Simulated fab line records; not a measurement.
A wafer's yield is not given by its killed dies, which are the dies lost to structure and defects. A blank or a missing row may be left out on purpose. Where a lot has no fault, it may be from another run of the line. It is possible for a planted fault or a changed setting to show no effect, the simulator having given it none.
Matching of chambers :: flow n5_finfet :: N5_BEOL_M9_ETCH_66 on rie_diel-03: 4 sister chambers
The step etches SOC in N2/H2, target depth 80 nm, overetch 16 nm, time 120 s. 4 wafers are shown with their chamber, then 8 later ones without.

## WAFERS WITH THEIR CHAMBER
wafer: L084.3
chamber: 1
drypump_motor_current_A (A): 5.1

wafer: L088.2
chamber: 2
drypump_motor_current_A (A): 5.7

wafer: L088.5
chamber: 0
drypump_motor_current_A (A): 6.2

wafer: L092.2
chamber: 3
drypump_motor_current_A (A): 5.4

## WAFERS WITH NO CHAMBER GIVEN
wafer: L092.5
drypump_motor_current_A (A): 5.8

wafer: L092.6
drypump_motor_current_A (A): 5.4

wafer: L093.1
drypump_motor_current_A (A): 5.1

wafer: L093.3
drypump_motor_current_A (A): 6.2

wafer: L093.6
drypump_motor_current_A (A): 5.2

wafer: L097.1
drypump_motor_current_A (A): 5.1

wafer: L097.3
drypump_motor_current_A (A): 6.3

wafer: L097.6
drypump_motor_current_A (A): 5.1

## CHAMBER TAKEN BY EACH
wafer: L092.5
from the rows above: 2
in truth: 2

wafer: L092.6
from the rows above: 3
in truth: 3

wafer: L093.1
from the rows above: 1
in truth: 1

wafer: L093.3
from the rows above: 0
in truth: 0

wafer: L093.6
from the rows above: can't be placed: 1 or 3
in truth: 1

wafer: L097.1
from the rows above: 1
in truth: 1

wafer: L097.3
from the rows above: 0
in truth: 0

wafer: L097.6
from the rows above: 1
in truth: 1
Correct placement for 7 of the 8. Not placeable from these rows: 1 (in 1, the candidates include the true chamber). 0 placed wrongly.
How it was worked out, from the rows above alone: a wafer's distance from a chamber is the root of the sum, over the readings, of the square of ((its reading less the chamber's mean) divided by the reading's scatter). If the next closest chamber is less than 2 further off than the closest, the wafer can't be placed; otherwise it belongs to the closest. The mean given for a chamber averages the wafers shown for that chamber. The scatter: root of mean squared gap, hidden wafer to nearest shown wafer, with one shown wafer a chamber.
